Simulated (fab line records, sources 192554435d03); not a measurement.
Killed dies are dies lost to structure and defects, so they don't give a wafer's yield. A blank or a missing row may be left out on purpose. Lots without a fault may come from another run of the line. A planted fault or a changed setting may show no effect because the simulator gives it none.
A struck lot beside a sound one | flow n5_finfet | 40 steps out of a route of 1938
Sound: wafers L902.1, L902.3, L902.4. Struck: wafers L896.1, L896.5, L896.6. The cause comes at the end.
At each step with rows: each side's tool, then ch and its chambers, then its first start. Under that, the readings that differ: sound wafers | struck wafers | difference of the means | sigmas: that difference in standard deviations of wafers without a fault.
alike: readings whose means differ by less than 2 such deviations, and words and numbers that are the same on both sides. not compared: withheld readings, readings that some wafer has no value for, bounds like >300 that may hide the same value, and numbers for which the record gives no deviation and whose values overlap.
The two part at a step that has a row with sigmas, a row that says differs or no value, or rows on one side only. Numbers that don't overlap but have no deviation are shown without sigmas and don't part them. A reading that every wafer of one side lacks parts them only if that side has two wafers or more.

first, 11 steps without rows for these wafers: N5_MOL_CONTACT_COAG_DESCUM_13 (chemistry O2, time 7 s); N5_MOL_CONTACT_COAG_ETCH_59 (etches underlayer in N2/H2, target depth 13 nm, time 10.4 s); N5_MOL_CONTACT_COAG_ETCH_105 (etches SiARC in CF4, target depth 15.6 nm, time 26 s); N5_MOL_CONTACT_COAG_ETCH_106 (etches SOC in N2/H2, target depth 80 nm, overetch 16 nm, time 120 s); N5_MOL_CONTACT_COAG_STRIP_107 (strips in N2/H2); N5_MOL_CONTACT_COAG_STRIP_108 (strips in N2/H2); N5_MOL_CONTACT_COAG_CONTACT_ETCH_14 (etches SiO2 in C4F6/O2, target depth 27.5 nm, overetch 8.5 nm, time 20 s); N5_MOL_CONTACT_COAG_STRIP_109 (strips in C4F6/O2); N5_MOL_CONTACT_COAG_ETCH_15 (etches SiNx in CH3F/O2, stops on Si:P, target depth 7 nm); N5_MOL_CONTACT_COAG_ETCH_110 (etches Si in CF4/O2, target depth 2.5 nm, time 8 s); N5_MOL_CONTACT_COAG_STRIP_98 (strips in N2/H2).
N5_MOL_CONTACT_COAG_IMPLANT_129:
  sound on implanter-02 ch 0, day 8 13:50; struck on implanter-01, day 6 23:20
  no value came back on the struck wafers for beam_energy_keV, beam_on_s (s), end_station_pressure_torr (Torr); on the sound wafers beam_energy_keV reads 2.9998 2.9992 2.9989
then, 26 steps without rows for these wafers: N5_MOL_CONTACT_COAG_PRECLEAN_111 (cleans in NF3:NH3, afs cycles 1, time 20 s, sublimation time 60 s); N5_MOL_CONTACT_COAG_TI_SIL_19 (material Ti, target thk 4.2 nm, time 15 s); N5_MOL_CONTACT_COAG_ALD_20 (deposits TiN, target thk 1.5 nm, pulse time 1 s, purge time 3 s); N5_MOL_CONTACT_COAG_SIL_ANNEAL_21 (time 60 s); N5_MOL_CONTACT_COAG_PRE_CLEAN_141 (time 60 s); N5_MOL_CONTACT_COAG_SPUTTER_143 (material Co, target thk 2.5 nm); N5_MOL_CONTACT_COAG_CO_FILL_22 (material Co, precursor CCTBA/H2, target thk 20 nm); N5_MOL_CONTACT_COAG_ANNEAL_113 (time 300 s); N5_MOL_CONTACT_COAG_PRE_CLEAN_142 (time 60 s); N5_MOL_CONTACT_COAG_SPUTTER_130 (material Co, target thk 47.5 nm); N5_MOL_CONTACT_COAG_PRECLEAN_125 (cleans in DIW, time 57.5 s); N5_MOL_CONTACT_COAG_SRD_126 (dry time 32 s); N5_MOL_CONTACT_COAG_CMP_23 (polishes, stops on SiO2, t overpolish 1.5 s, target thk 0 nm); N5_MOL_CONTACT_COAG_WET_ETCH_26 (target Co, target depth 13 nm); N5_MOL_CONTACT_COAG_WET_ETCH_116 (etches the open film in SC1-inhibited, target depth 4.6 nm, rinse time 30 s); N5_MOL_CONTACT_COAG_ALD_27 (deposits SiOC, target thk 17 nm, pulse time 1.5 s, time 2720 s); N5_MOL_CONTACT_COAG_CMP_28 (polishes, stops on SiNx, t overpolish 0.85 s, target thk 14.522 nm); N5_MOL_CONTACT_COAG_ALD_123 (deposits SiNx, target thk 5 nm, pulse time 1 s, purge time 2 s); N5_MOL_CONTACT_COAG_PECVD_31 (deposits SiO2 from TEOS/O2, target thk 46 nm, time 8.9 s); N5_MOL_CONTACT_COAG_COAT_75 (time 60 s, resist thk 60 nm); N5_MOL_CONTACT_COAG_COAT_76 (time 60 s, resist thk 10 nm); N5_MOL_CONTACT_COAG_COAT_77 (time 60 s, resist thk 10 nm); N5_MOL_CONTACT_COAG_COAT_78 (resist thk 40 nm); N5_MOL_CONTACT_COAG_EBR_80; N5_MOL_CONTACT_COAG_SOFTBAKE_79 (time 60 s); N5_MOL_CONTACT_COAG_EXPOSE_81 (exposes mask VG, defocus 0 nm).
-- the record jumps here: 3 days lie between the struck wafers' starts before and after (it left off in module MOL_CONTACT_COAG and takes up again in module BEOL_M4, whose first step shown is number 1111 of the route) --
N5_BEOL_M4_RC_MEAS_101:
  sound on prober-02 ch 0, day 11 21:59; struck on prober-02 ch 0, day 10 02:06
  reading             | sound             | struck            | difference | sigmas
  RC_DENSE_N (ohm.um) | 19.4 19.6 20.0    | 41.2 40.9 41.1    | +21.4      | +41
  RC_DENSE_P (ohm.um) | 24.1 24.8 24.8    | 51.8 50.4 50.9    | +26.5      | +41
  RC_N (ohm.um)       | 15.7 16.1 16.3    | 33.6 32.9 33.0    | +17.1      | +42
  RC_P (ohm.um)       | 19.9 20.2 20.2    | 41.9 41.1 41.4    | +21.4      | +43
  REXT_N (ohm.um)     | 74.4 74.9 76.8    | 92.3 91.7 93.0    | +17.0      | +9
  REXT_P (ohm.um)     | 101.3 102.5 101.5 | 121.5 120.8 122.2 | +19.7      | +9
  alike: DIBL_N, DIBL_P, IOFF_N, IOFF_P, ION_N, ION_P, SS_N, SS_P, VT_N, VT_P
-- the record jumps here: 4 days lie between the struck wafers' starts before and after (it left off in module BEOL_M4 and takes up again in module PASSIVATION, whose first step shown is number 1936 of the route) --
N5_PASSIVATION_PROBE_49:
  sound on prober-01, day 16 00:31; struck on prober-01, day 14 10:01
  alike: defect_limited_yield, killed_at_M0_to_M3, killed_at_M4_up, killed_at_contacts, killed_at_front_end, killed_at_other, killed_dies, killed_open, killed_short, sort_bin_5_function, sort_bin_6_memory, sort_bin_8_speed, sort_n_pass, sort_yield_pct

WHERE THEY PART
First at N5_MOL_CONTACT_COAG_IMPLANT_129; last, within this record, at N5_BEOL_M4_RC_MEAS_101. Later steps at which nothing parts them and some readings are alike: N5_PASSIVATION_PROBE_49.

WHY: what the simulator had put in
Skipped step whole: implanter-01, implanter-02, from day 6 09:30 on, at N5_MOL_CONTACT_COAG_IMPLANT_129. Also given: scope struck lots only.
